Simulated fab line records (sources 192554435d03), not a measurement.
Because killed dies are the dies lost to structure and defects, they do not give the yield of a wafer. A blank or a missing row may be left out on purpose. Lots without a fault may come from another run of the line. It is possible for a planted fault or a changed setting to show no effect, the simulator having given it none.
Shared-tool check	flow n5-finfet	8 lots and 24 wafers in the sample

== REASON IT WAS OPENED ==
On 2 of the 8 lots, a flag is raised at N5_SD_EPI_N_EPI_MEAS_23 on the reading thk-nm. No-fault wafers: 58.9 nm, standard deviation 1.
Rule: flag the lot when none of its wafers has a number, or when each of its wafers that has one lies beyond 4 standard deviations from that mean. As for the other lots, they are considered sound.

lot	measured	on	thk-nm (nm), wafer by wafer	flag
L902	day 3 05:28	film-metro-02	59.9 58.6 59.6	
L903	day 3 09:07	film-metro-02	58.5 57.9 59.5	
L906	day 4 09:36	film-metro-01	58.6 58.6 58.9	
L915	day 6 09:26	film-metro-01	53.5 54.0 52.9	FLAGGED
L916	day 6 15:07	film-metro-02	51.5 53.1 53.9	FLAGGED
L918	day 7 03:16	film-metro-01	58.7 58.4 58.7	
L921	day 7 21:01	film-metro-02	58.3 56.9 58.8	
L922	day 8 09:19	film-metro-02	59.6 59.6 58.7	
On average the flagged lots' numbers are 53.1 nm, which is -5.8 nm against the usual, or -6 standard deviations.

== EACH LOT AND THE TOOL IT RAN ON ==
2 process steps preceding the reading are held in the record, out of 1938 steps in the route. Each cell gives the tool, then ch followed by the chambers the sampled wafers passed through, then the start.
lot	flag	N5_SD_EPI_N_STRIP_38	N5_SD_EPI_N_EPI_21
L902		plasma-asher-01 ch 0,1, day 3 02:53	epi-rpcvd-01 ch 0, day 3 04:19
L903		plasma-asher-02 ch 0,1, day 3 06:30	epi-rpcvd-04 ch 0, day 3 07:24
L906		plasma-asher-01 ch 0, day 4 06:58	epi-rpcvd-04 ch 0, day 4 08:10
L915	FLAGGED	plasma-asher-01 ch 1, day 6 06:50	epi-rpcvd-01 ch 0, day 6 08:01
L916	FLAGGED	plasma-asher-01 ch 0,1, day 6 12:31	epi-rpcvd-01 ch 0, day 6 13:57
L918		plasma-asher-01 ch 0,1, day 6 23:55	epi-rpcvd-03 ch 0, day 7 01:22
L921		plasma-asher-01 ch 0,1, day 7 18:10	epi-rpcvd-03 ch 0, day 7 19:18
L922		plasma-asher-02 ch 0,1, day 8 05:58	epi-rpcvd-04 ch 0, day 8 07:25
What is done by these steps:
- N5_SD_EPI_N_STRIP_38: strips in N2/H2.
- N5_SD_EPI_N_EPI_21: deposits Si:P, time 690 s.
- N5_SD_EPI_N_EPI_MEAS_23

== FLAGGED AGAINST TOTAL, ONE TOOL AT A TIME (gauges that did the reading follow at the end) ==
step	tool	lots run	flagged	share of the flagged lots	sound lots run after its first flagged lot
N5_SD_EPI_N_STRIP_38	plasma-asher-01	6	2	all	2 (L918,L921)
N5_SD_EPI_N_STRIP_38	plasma-asher-02	2	0	none	-
N5_SD_EPI_N_EPI_21	epi-rpcvd-01	3	2	all	0
N5_SD_EPI_N_EPI_21	epi-rpcvd-03	2	0	none	-
N5_SD_EPI_N_EPI_21	epi-rpcvd-04	3	0	none	-
N5_SD_EPI_N_EPI_MEAS_23	film-metro-01	3	1	some	1 (L918)
N5_SD_EPI_N_EPI_MEAS_23	film-metro-02	5	1	some	2 (L921,L922)

== THE TABLE: WHAT IT ALLOWS ==
Every flagged lot went through 2 rows of the table: plasma-asher-01 at N5_SD_EPI_N_STRIP_38 and epi-rpcvd-01 at N5_SD_EPI_N_EPI_21.
- plasma-asher-01 at N5_SD_EPI_N_STRIP_38 ran 6 lots, 2 of them flagged. After the first flagged lot (L918, L921), sound lots still ran on it; a lasting fault on the whole tool would not permit that.
- epi-rpcvd-01 at N5_SD_EPI_N_EPI_21 ran 3 lots, 2 of them flagged. A fault beginning between L902 (day 3 04:19), its last sound lot, and L915 (day 6 08:01), its first flagged one, fits the data. Its own readings (chamber-pressure-Torr) fall more than 4 standard deviations out on all wafers of the flagged lots.
Just one tool remains: epi-rpcvd-01 at N5_SD_EPI_N_EPI_21.

== WHAT THE SIMULATOR HAD PUT IN ==
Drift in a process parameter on epi-rpcvd-01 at N5_SD_EPI_N_EPI_21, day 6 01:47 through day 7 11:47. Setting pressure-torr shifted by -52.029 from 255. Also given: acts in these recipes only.
Shown lots that were struck: L915, L916. The rule above found the same.
